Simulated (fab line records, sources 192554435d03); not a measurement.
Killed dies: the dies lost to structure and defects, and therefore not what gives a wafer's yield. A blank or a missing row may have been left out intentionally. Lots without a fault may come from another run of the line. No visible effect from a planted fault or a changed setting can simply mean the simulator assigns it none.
Struck lot and sound lot, side by side / flow n5Finfet / 39 out of 1938 route steps
Sound: wafers L389.3, L389.4, L389.5. Struck: wafer L408.2 (left out: L408.5, a lot-mate that was not struck); the cause follows at the end.
Order at every step that has rows: each side's tool, ch and its chambers, its first start. Under that, the readings that differ: sound wafers / struck wafers / difference of the means / sigmas: that difference in standard deviations of wafers without a fault.
alike: a reading whose means differ by less than 2 such deviations, as well as words and numbers matching on both sides. not compared: withheld readings; readings where some wafer has no value; bounds like >300 that might hide an equal value; numbers whose values overlap and for which the record gives no deviation.
Wherever a step has rows on one side only, a row that says differs or no value, or a row with sigmas, the two part there. Non-overlapping numbers with no deviation appear without sigmas and do not part them. A reading that every wafer of one side lacks parts them only if that side has two wafers or more.

first, 10 steps without rows for these wafers: N5_BEOL_M1_STRIP_36 (strips in N2/H2); N5_BEOL_M1_TRENCH_ETCH_37 (etches SiOC in C4F6/O2, target depth 55.207 nm, time 29 s); N5_BEOL_M1_ETCH_41 (etches SiCN in CH3F/O2, target depth 31.9 nm, time 57.8 s); N5_BEOL_M1_STRIP_97 (strips in N2/H2, time 10 s); N5_BEOL_M1_HM_STRIP_39 (strips TiN in peroxide tin strip, target depth 25 nm, time 158 s); N5_BEOL_M1_SRD_40 (time 30 s); N5_BEOL_M1_PRECLEAN_42 (cleans in residue remover, time 60 s); N5_BEOL_M1_SRD_43 (time 30 s); N5_BEOL_M1_DEGAS_44 (time 60 s); N5_BEOL_M1_PRE_CLEAN_45 (time 30 s).
N5_BEOL_M1_ALD_84: deposits TaN, pulse time 2 s, purge time 3 s, co reactant purge time 2 s.
  sound on aldMetal-02 ch 0,2,3, day 7 01:15; struck on aldMetal-02 ch 3, day 11 06:41
reading=aldCycles; sound=30 30 30; struck=16; difference=-14; sigmas=
  alike: heaterPowerW, mfcCarrierSccm, precursorVesselTempC
  not compared: model.TaN_of_BEOL_M1_ALD_84.thkNm
then, 26 steps without rows for these wafers: N5_BEOL_M1_SURFACE_TREAT_85; N5_BEOL_M1_CVD_47 (deposits Co from CCTBA/H2, target thk 3 nm, time 223.8 s); N5_BEOL_M1_SPUTTER_48 (material Cu, target thk 4.5 nm, time 8.29 s); N5_BEOL_M1_ANNEAL_49 (time 240 s); N5_BEOL_M1_SPUTTER_79 (material Cu, target thk 4.5 nm, time 8.29 s); N5_BEOL_M1_ANNEAL_80 (time 240 s); N5_BEOL_M1_SPUTTER_81 (material Cu, target thk 4.5 nm, time 8.29 s); N5_BEOL_M1_ANNEAL_82 (time 240 s); N5_BEOL_M1_SPUTTER_86 (material Cu, target thk 4.5 nm, time 8.29 s); N5_BEOL_M1_ANNEAL_87 (time 240 s); N5_BEOL_M1_SPUTTER_88 (material Cu, target thk 4.5 nm, time 8.29 s); N5_BEOL_M1_ANNEAL_89 (time 240 s); N5_BEOL_M1_SPUTTER_90 (material Cu, target thk 4.5 nm, time 8.29 s); N5_BEOL_M1_ANNEAL_91 (time 240 s); N5_BEOL_M1_SPUTTER_92 (material Cu, target thk 4.5 nm, time 8.29 s); N5_BEOL_M1_ANNEAL_93 (time 240 s); N5_BEOL_M1_SPUTTER_94 (material Cu, target thk 4.5 nm, time 8.29 s); N5_BEOL_M1_ANNEAL_95 (time 240 s); N5_BEOL_M1_SPUTTER_96 (material Cu, target thk 4.5 nm, time 8.29 s); N5_BEOL_M1_ECD_50 (material Cu, target thk 300 nm); N5_BEOL_M1_ANNEAL_51 (time 90 s); N5_BEOL_M1_CMP_52 (polishes, stops on SiOC, t overpolish 6.8 s, target thk 40 nm); N5_BEOL_M1_PRE_CLEAN_60 (time 15 s); N5_BEOL_M1_CO_CAP_55 (material Co, precursor CCTBA/H2, target thk 2 nm, time 102.1 s); N5_BEOL_M1_PRE_CLEAN_56 (time 15 s); N5_BEOL_M1_DEP_57 (deposits SiCN from 3MS/NH3, target thk 8 nm, time 14 s).
-- a jump in the record: the struck wafers' starts before and after are 4 days apart (it breaks off in module BEOL_M1 and resumes in module BEOL_M4, where the first step shown is number 1111 of the route) --
N5_BEOL_M4_RC_MEAS_101:
  sound on prober-01 ch 0, day 9 05:45; struck on prober-01 ch 0, day 15 06:31
reading=CHAIN_V0 (ohm/link); sound=226 235 258; struck=161; difference=-79; sigmas=-8
reading=CHAIN_V0_max_site (ohm/link); sound=235 238 263; struck=166; difference=-79; sigmas=-7
reading=COMB_M1 (S/m); sound=5.8e-11 6.3e-11 6.1e-11; struck=4.45e-10; difference=+3.84e-10; sigmas=+38
reading=COMB_M1_max_site (S/m); sound=8.3e-11 1.19e-10 8.6e-11; struck=6.29e-10; difference=+5.33e-10; sigmas=+27
  alike: DIBL_N, DIBL_P, IOFF_N, IOFF_P, ION_N, ION_P, SS_N, SS_P, VT_N, VT_P
-- the record jumps here: 5 days lie between the struck wafers' starts before and after (it left off in module BEOL_M4 and takes up again in module PASSIVATION, whose first step shown is number 1936 of the route) --
N5_PASSIVATION_PROBE_49:
  sound: prober-01 at day 13 06:25; struck: prober-01 at day 20 08:16
reading=defectLimitedYield (%); sound=89.8 93.0 92.7; struck=71.1; difference=-20.7; sigmas=-15
reading=killed_at_M0_to_M3; sound=46 20 34; struck=278; difference=+245; sigmas=+22
reading=killed_at_M4_up; sound=29 16 10; struck=6; difference=-12; sigmas=-2
reading=killedDies; sound=120 83 86; struck=341; difference=+245; sigmas=+15
reading=killedOnRim; sound=10 6 10; struck=39; difference=+30; sigmas=+8
reading=sort_bin_4_leakage (%); sound=0 0 0; struck=21.27; difference=+21.27; sigmas=+99 or more
reading=sortNPass; sound=1060 1097 1094; struck=839; difference=-245; sigmas=-15
reading=sortYieldPct (%); sound=89.8 93.0 92.7; struck=71.1; difference=-20.7; sigmas=-15
  alike: killedAtContacts, killedAtFrontEnd, killedAtOther, killedOpen, killedShort, sort_bin_5_function, sort_bin_6_memory

== WHERE THEY PART ==
First at N5_BEOL_M4_RC_MEAS_101; last, within this record, at N5_PASSIVATION_PROBE_49.

WHY: what had been put in by the simulator
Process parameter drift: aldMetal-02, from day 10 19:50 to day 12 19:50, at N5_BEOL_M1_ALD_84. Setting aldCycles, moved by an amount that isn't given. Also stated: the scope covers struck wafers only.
